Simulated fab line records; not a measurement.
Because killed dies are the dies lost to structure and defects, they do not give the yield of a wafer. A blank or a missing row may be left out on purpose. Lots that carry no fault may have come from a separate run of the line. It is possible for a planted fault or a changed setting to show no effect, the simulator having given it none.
fab line records	flow n5Finfet
[record] lots = 9	wafers = 27	lastDay = 17
route steps=1938 shown BEOL_M10@1490
lots untouched by any fault: they come from a run of this same line in which no faults occurred
startH: hours from the record's opening day to when the first of the lot's shown wafers began	waitH: hours from the lot's prior step to this one	" identical to the entry in the row above	L1.1+2: a single row standing in for several wafers	- no value, or no start was given	* or withheld: withheld	< > ~ a bound
route shown NAME@n: names a module that has steps shown in the file, with the first one's number in the route	usual: mean/standard deviation of fault-free wafers	same: alike in all rows	chamber/n: place in a boat	sites: readings site by site	_std_site: the values' standard deviation	_edge_site: mean of outer sites minus mean of inner sites	radiusMm: how far each site lies from the wafer's centre	mask NAME#n: copy n	behind: tool/chamber where the wafer was last shaped	hold: why the lot went on hold/how many hours it stayed there/how the hold came to an end	device: the n, p or np transistor that did not switch	end of line: at the end of the route, the tests of the same wafers	a step given without rows: its recipe and nothing more	killed: the dies lost at the first sort to structure and to defects; this is not the yield of the wafer	map: a wafer's dies, marking killed ones x, the rest . and places with no die _
set.NAME: the run value of the setting; set.NAME@STEP: its run value at that earlier step	model.NAME: the simulator's own value behind a step, which no gauge read
route steps across a sampled set of lots; one table per step, one row per wafer
services: the hour from which a tool's chamber was out of use, counted from the record's first day as startH (under 0 if before that day), plus the number of hours and why
[[steps]]
[step N5_BEOL_M10_STRIP_67]
[recipe] chemistry = CF4	resist = SiARC	powerW = 300	biasPowerW = 75	pressureMtorr = 50	cf4FlowSccm = 150	rfFrequencyHz = 6e+07
[usual] chamberPressureMTorr = 50.00/0.049	drypumpMotorCurrentA = 5.6/0.52	oesProductAu = 0.81/0.075	powerW = 299.9/0.89	rfVppV = 271.1/1.6	showerheadPlenumPTorr = 1.80/0.059	throttleValvePct = 13.57/0.24
lot.wafer	tool	chamber	startH	waitH	chamberPressureMTorr	drypumpMotorCurrentA	oesProductAu	powerW	rfHoursCounterH	rfVppV	showerheadPlenumPTorr	throttleValvePct
L576.1	rieDiel-06	3	224.17	0.0	49.96	4.9	0.81	299.1	95	268.6	1.74	13.25
L576.3	"	1	"	"	50.05	5.4	0.78	300.8	118	271.4	1.82	13.63
L576.5	"	2	"	"	50.01	5.2	0.78	298.4	-	271.0	1.73	13.66
L580.1	rieDiel-01	1	227.54	0.0	50.01	5.7	0.91	299.9	24	269.7	1.76	13.34
L580.2	"	0	"	"	49.98	5.6	0.71	299.0	229	272.7	1.77	13.92
L580.5	"	0	"	"	50.06	5.6	0.71	299.4	-	271.0	1.77	13.94
L578.2	rieDiel-06	3	230.28	0.0	49.98	4.9	0.80	299.1	97	270.8	1.73	13.24
L578.5	"	3	"	"	49.97	4.9	0.80	299.8	-	269.3	1.73	13.22
L578.6	"	2	"	"	50.02	5.2	0.78	300.4	-	269.6	1.73	13.67
L583.1	rieDiel-01	0	254.26	0.0	49.99	5.6	0.71	299.3	236	268.9	1.77	13.94
L583.3	"	2	"	"	50.09	5.1	0.76	299.1	138	271.4	1.87	13.88
L583.6	"	2	"	"	49.88	5.1	0.76	300.5	-	271.3	1.87	13.86
L584.1	rieDiel-01	2	270.60	0.0	49.92	5.1	0.76	299.7	144	272.9	1.86	13.89
L584.2	"	3	"	"	50.07	6.5	0.81	300.0	82	274.4	1.90	13.37
L584.3	"	0	"	"	49.94	5.6	0.71	301.0	242	271.0	1.77	13.95
L590.2	rieDiel-03	0	314.98	0.0	50.07	6.3	0.93	301.2	9	274.0	1.84	13.41
L590.3	"	0	"	"	49.89	6.3	0.94	301.2	-	272.2	1.84	13.39
L590.5	"	0	"	"	49.99	6.3	0.94	300.8	-	272.9	1.84	13.41
L594.4	rieDiel-03	3	317.87	0.0	50.02	5.8	0.84	298.7	-	273.3	1.81	13.57
L594.5	"	1	"	"	50.02	4.8	0.75	300.2	-	268.3	1.72	13.30
L594.6	"	0	"	"	50.04	6.2	0.93	299.4	-	270.7	1.84	13.41
L595.2	rieDiel-03	3	334.39	0.0	50.07	5.8	0.84	300.4	75	271.8	1.81	13.56
L595.3	"	2	"	"	50.09	5.8	0.92	299.5	6	273.3	1.92	13.38
L595.4	"	0	"	"	49.97	6.2	0.91	299.5	15	271.5	1.84	13.42
L598.1	rieDiel-03	3	353.62	0.0	50.07	5.8	0.83	299.7	81	271.1	1.81	13.58
L598.3	"	0	"	"	50.03	6.2	0.91	300.7	20	270.8	1.84	13.44
L598.5	"	0	"	"	49.95	6.3	0.91	299.8	-	271.5	1.84	13.44
[step N5_BEOL_M10_ETCH_65]
[recipe] chemistry = CF4	target = SiARC	targetDepthA = 390	maskMaterial = CAR-ArF	timeS = 65	ionEnergyEv = 80	pressureMtorr = 40	sourceW = 545	biasW = 36	Ar_flow_sccm = 100	cf4FlowSccm = 100	ends = cleared
[usual] drypumpMotorCurrentA = 5.5/0.5	etchRfOnTimeS = 65.0/1.7	oesProductAu = 0.68/0.07	rfVppV = 184.0/1.3	showerheadPlenumPTorr = 2.14/0.074	throttleValvePct = 15.61/0.23
lot.wafer	tool	chamber	startH	waitH	drypumpMotorCurrentA	etchRfOnTimeS	oesProductAu	rfHoursCounterH	rfVppV	showerheadPlenumPTorr	throttleValvePct
L576.1	rieDiel-01	0	225.42	0.0	5.6	65.2	0.61	228	183.9	2.11	15.90
L576.3	"	2	"	"	5.1	66.6	0.65	129	185.5	2.24	15.94
L576.5	"	3	"	"	6.5	63.3	0.72	-	185.6	2.26	15.34
L580.1	rieDiel-01	2	231.50	0.0	5.2	66.8	0.65	131	184.6	2.24	15.90
L580.2	"	0	"	"	5.6	64.6	0.61	230	182.4	2.11	15.91
L580.5	"	2	"	"	5.2	67.2	0.65	-	184.4	2.24	15.93
L578.2	rieDiel-03	3	231.76	0.0	5.8	65.9	0.76	35	186.1	2.18	15.53
L578.5	"	3	"	"	5.8	65.6	0.75	-	185.2	2.18	15.55
L578.6	"	2	"	"	5.8	66.8	0.59	-	184.5	2.05	15.91
L583.1	rieDiel-03	1	255.16	0.0	4.8	65.9	0.66	122	184.0	2.07	15.28
L583.3	"	3	"	"	5.8	65.4	0.75	43	186.5	2.17	15.56
L583.6	"	2	"	"	5.7	66.2	0.58	-	184.2	2.04	15.93
L584.1	rieDiel-01	3	273.29	0.0	6.5	63.7	0.70	83	184.7	2.25	15.38
L584.2	"	2	"	"	5.1	67.4	0.63	144	186.4	2.23	15.95
L584.3	"	0	"	"	5.6	65.5	0.60	243	183.8	2.10	15.93
L590.2	rieDiel-06	3	316.13	0.0	4.9	66.2	0.65	127	183.5	2.06	15.31
L590.3	"	0	"	"	5.0	65.1	0.60	235	186.1	2.19	15.94
L590.5	"	2	"	"	5.2	62.8	0.65	-	182.0	2.05	15.75
L594.4	rieDiel-03	3	319.20	0.0	5.8	65.8	0.72	-	185.2	2.16	15.61
L594.5	"	1	"	"	4.8	67.1	0.63	-	184.3	2.06	15.32
L594.6	"	0	"	"	6.3	61.5	0.82	-	185.0	2.19	15.46
L595.2	rieDiel-03	2	338.09	0.0	5.7	64.4	0.79	7	186.0	2.29	15.46
L595.3	"	1	"	"	4.8	66.6	0.64	154	184.3	2.06	15.36
L595.4	"	0	"	"	6.3	61.2	0.80	16	184.7	2.19	15.48
L598.1	rieDiel-06	2	354.70	0.0	5.2	63.3	0.64	173	182.4	2.04	15.77
L598.3	"	3	"	"	4.9	67.2	0.63	142	182.3	2.05	15.35
L598.5	"	3	"	"	4.9	68.2	0.62	-	182.8	2.05	15.36
[step N5_BEOL_M10_STRIP_77]
[recipe] chemistry = N2/H2	timeS = 10	powerW = 450	tempC = 40	pressureMtorr = 20	rfFrequencyHz = 6e+07	biasPowerW = 7	n2FlowSccm = 200	h2FlowSccm = 200
[usual] chamberPressureMTorr = 20.000/0.018	drypumpMotorCurrentA = 5.5/0.51	oesProductAu = 0.80/0.079	rfVppV = 59.2/0.98	showerheadPlenumPTorr = 2.53/0.089	throttleValvePct = 23.73/0.26
[same] timeS = 10
lot.wafer	tool	chamber	startH	waitH	chamberPressureMTorr	drypumpMotorCurrentA	oesProductAu	rfHoursCounterH	rfVppV	showerheadPlenumPTorr	throttleValvePct
L576.1	rieDiel-01	0	225.80	-	19.969	5.6	0.72	229	60.2	2.49	23.71
L576.3	"	2	"	"	20.009	5.1	0.77	129	57.7	2.66	24.03
L576.5	"	3	"	"	20.009	6.5	0.83	-	61.2	2.68	23.40
L580.1	rieDiel-01	2	231.88	-	19.973	5.1	0.76	132	60.4	2.66	24.04
L580.2	"	0	"	"	19.996	5.6	0.70	230	58.7	2.49	23.69
L580.5	"	2	"	"	19.995	5.2	0.76	-	58.8	2.66	24.03
L578.2	rieDiel-03	3	232.14	-	19.984	5.8	0.91	35	59.0	2.57	23.50
L578.5	"	3	"	"	20.005	5.8	0.91	-	60.5	2.57	23.53
L578.6	"	2	"	"	20.015	5.8	0.70	-	58.5	2.40	23.86
L583.1	rieDiel-03	1	255.54	-	20.032	4.8	0.78	123	58.0	2.44	23.19
L583.3	"	3	"	"	19.996	5.8	0.89	43	59.8	2.57	23.52
L583.6	"	2	"	"	19.974	5.8	0.69	-	58.1	2.39	23.87
L584.1	rieDiel-01	3	273.67	-	20.024	6.5	0.83	83	60.2	2.68	23.41
L584.2	"	2	"	"	19.984	5.2	0.75	144	60.1	2.65	24.08
L584.3	"	0	"	"	20.000	5.7	0.70	243	59.2	2.49	23.70
L590.2	rieDiel-06	3	316.51	-	19.995	4.9	0.77	127	57.8	2.45	23.85
L590.3	"	0	"	"	20.016	5.0	0.70	235	58.2	2.61	24.21
L590.5	"	2	"	"	20.004	5.2	0.76	-	58.0	2.44	23.95
L594.4	rieDiel-03	3	319.58	-	13.989	5.8	0.86	-	58.9	2.56	23.58
L594.5	"	1	"	"	13.968	4.9	0.75	-	58.2	2.43	23.21
L594.6	"	0	"	"	13.963	6.3	0.94	-	59.5	2.60	23.80
L595.2	rieDiel-03	2	338.47	-	14.003	5.8	0.92	7	58.0	2.71	23.48
L595.3	"	1	"	"	14.011	4.8	0.74	154	56.9	2.43	23.23
L595.4	"	0	"	"	13.982	6.3	0.92	16	58.3	2.60	23.81
L598.1	rieDiel-06	2	355.08	-	19.983	5.2	0.75	173	58.4	2.44	24.00
L598.3	"	3	"	"	19.983	4.9	0.75	143	60.3	2.45	23.87
L598.5	"	3	"	"	20.030	4.9	0.75	-	59.2	2.45	23.87
[step N5_BEOL_M10_ALD_74]
[recipe] material = TaN	targetThkA = 20	tempC = 275	aldPrecursorFamily = PDMAT	aldCoReactant = NH3	pressureTorr = 3	carrierFlowSccm = 1500	pulseTimeS = 2	purgeTimeS = 3	coReactantPurgeTimeS = 2	coReactantPulseTimeS = 3	aldCycles = 40	precursorVesselTempC = 75	precursorVesselPressureTorr = 26.25	precursorVesselCarrierSccm = 1000
[usual] heaterPowerW = 422/46	mfcCarrierSccm = 1500/4.6	susceptorTempC = 274.99/0.19
[same] aldCycles = 40
lot.wafer	tool	chamber	startH	waitH	heaterPowerW	mfcCarrierSccm	susceptorTempC
L576.1	aldMetal-01	2	226.83	0.0	475	1495	275.22
L576.3	"	0	"	"	430	1504	274.93
L576.5	"	1	"	"	439	1507	274.83
L580.1	aldMetal-01	1	232.67	0.1	421	1501	274.94
L580.2	"	2	"	"	482	1488	275.11
L580.5	"	0	"	"	433	1498	275.02
L578.2	aldMetal-04	3	233.21	0.1	533	1499	274.81
L578.5	"	2	"	"	364	1507	274.96
L578.6	"	1	"	"	435	1500	274.92
L583.1	aldMetal-02	2	258.75	0.1	487	1499	274.79
L583.3	"	1	"	"	404	1499	275.16
L583.6	"	1	"	"	387	1499	275.52
L584.1	aldMetal-01	1	276.72	0.2	433	1497	275.24
L584.2	"	3	"	"	386	1502	275.05
L584.3	"	2	"	"	485	1501	275.02
L590.2	aldMetal-04	2	317.22	0.0	365	1493	274.96
L590.3	"	1	"	"	441	1501	275.11
L590.5	"	2	"	"	362	1492	274.59
L594.4	aldMetal-01	0	320.32	0.0	418	1503	274.98
L594.5	"	2	"	"	469	1500	274.80
L594.6	"	1	"	"	440	1502	275.05
L595.2	aldMetal-04	3	339.34	0.0	544	1496	274.58
L595.3	"	0	"	"	389	1504	274.97
L595.4	"	1	"	"	423	1508	274.98
L598.1	aldMetal-02	2	357.07	0.3	481	1505	275.04
L598.3	"	0	"	"	351	1506	274.62
L598.5	"	0	"	"	351	1506	274.91
[[services]]
tool	chamber	startH	hours	kind
rieDiel-03	1	213.27	14.2	repair
aldMetal-01	-	217.42	8.7	pm
rieDiel-03	0	218.88	6.2	repair
aldMetal-01	3	227.22	2.6	repair
rieDiel-06	1	254.91	6.7	repair
rieDiel-06	3	258.08	2.7	repair
rieDiel-03	0	272.04	-	clean
rieDiel-03	0	272.04	-	consumableReplace:focusRing
rieDiel-03	0	272.04	22.2	scheduledDown
rieDiel-03	0	272.04	22.2	ventCycle
aldMetal-01	3	280.37	2.7	repair
aldMetal-01	-	281.92	2.0	repair
rieDiel-03	2	294.28	-	clean
rieDiel-03	2	294.28	-	consumableReplace:focusRing
rieDiel-03	2	294.28	-	consumableReplace:showerhead
rieDiel-03	2	294.28	25.3	scheduledDown
rieDiel-03	2	294.28	25.3	ventCycle
rieDiel-01	0	299.89	-	clean
rieDiel-01	0	299.89	-	consumableReplace:focusRing
rieDiel-01	0	299.89	15.7	scheduledDown
aldMetal-04	3	314.20	3.4	repair
rieDiel-06	2	336.84	9.5	repair
aldMetal-02	-	337.25	14.0	pm
rieDiel-01	-	354.60	0.3	repair
[[key]]
[firstSign] step = N5_BEOL_M10_STRIP_77	reading = chamberPressureMTorr	direction = down	sigmas = 99+	usual = *	struck = *
effect none on later readings
metAt N5_BEOL_M10_STRIP_77
struckLots L594,L595
notActingAt N5_BEOL_M10_STRIP_67,N5_BEOL_M10_ETCH_65,N5_BEOL_M10_ALD_74
onsetBetween 255.54 319.58
[fault] kind = processParameterDrift	tool = rieDiel-03	chamber = -	onsetH = 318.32	steps = N5_BEOL_M10_STRIP_77	channel = pressureMtorr	offset = *	shape = step	endH = 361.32	actsIn = *	stated = *
